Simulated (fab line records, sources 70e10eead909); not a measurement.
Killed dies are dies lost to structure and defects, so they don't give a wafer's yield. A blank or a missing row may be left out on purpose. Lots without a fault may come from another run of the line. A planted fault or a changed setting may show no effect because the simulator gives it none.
Chamber matching | flow nand_harc | NHARC_A_M0_CMP_23 on cmp-02: 4 sister chambers
The step polishes, t overpolish 20 s, target thk 113.75 nm. 4 wafers are shown with their chamber, then 7 later ones without.

WAFERS WITH THEIR CHAMBER
wafer  | chamber | motor_current_A (A)
L535.3 | 1       | 14.5
L545.1 | 2       | 14.2
L550.1 | 0       | 12.2
L550.3 | 3       | 13.3

WAFERS WITHOUT THEIR CHAMBER
wafer  | motor_current_A (A)
L550.6 | 13.6
L552.1 | 14.2
L552.4 | 11.8
L552.5 | 12.8
L555.1 | 13.9
L555.3 | 13.6
L555.5 | 12.9

WHICH CHAMBER EACH WENT THROUGH
wafer  | from the rows above          | in truth
L550.6 | can't be placed: 3 or 2 or 1 | 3
L552.1 | can't be placed: 2 or 1      | 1
L552.4 | 0                            | 0
L552.5 | can't be placed: 3 or 0      | 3
L555.1 | can't be placed: 2 or 1 or 3 | 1
L555.3 | can't be placed: 3 or 2 or 1 | 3
L555.5 | can't be placed: 3 or 0      | 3
Placed correctly: 1 of 7. Can't be placed from these rows: 6 (the true chamber is among the candidates in 6). Placed wrongly: 0.
How it was worked out, from the rows above alone: a wafer's distance from a chamber is the root of the sum, over the readings, of the square of ((its reading less the chamber's mean) divided by the reading's scatter). The wafer belongs to the nearest chamber; if the next one is less than 2 further off, it can't be placed. A chamber's mean is the mean of its shown wafers. The scatter: with one shown wafer a chamber, the root of the mean of the squares of how far each hidden wafer lies from its nearest shown one.
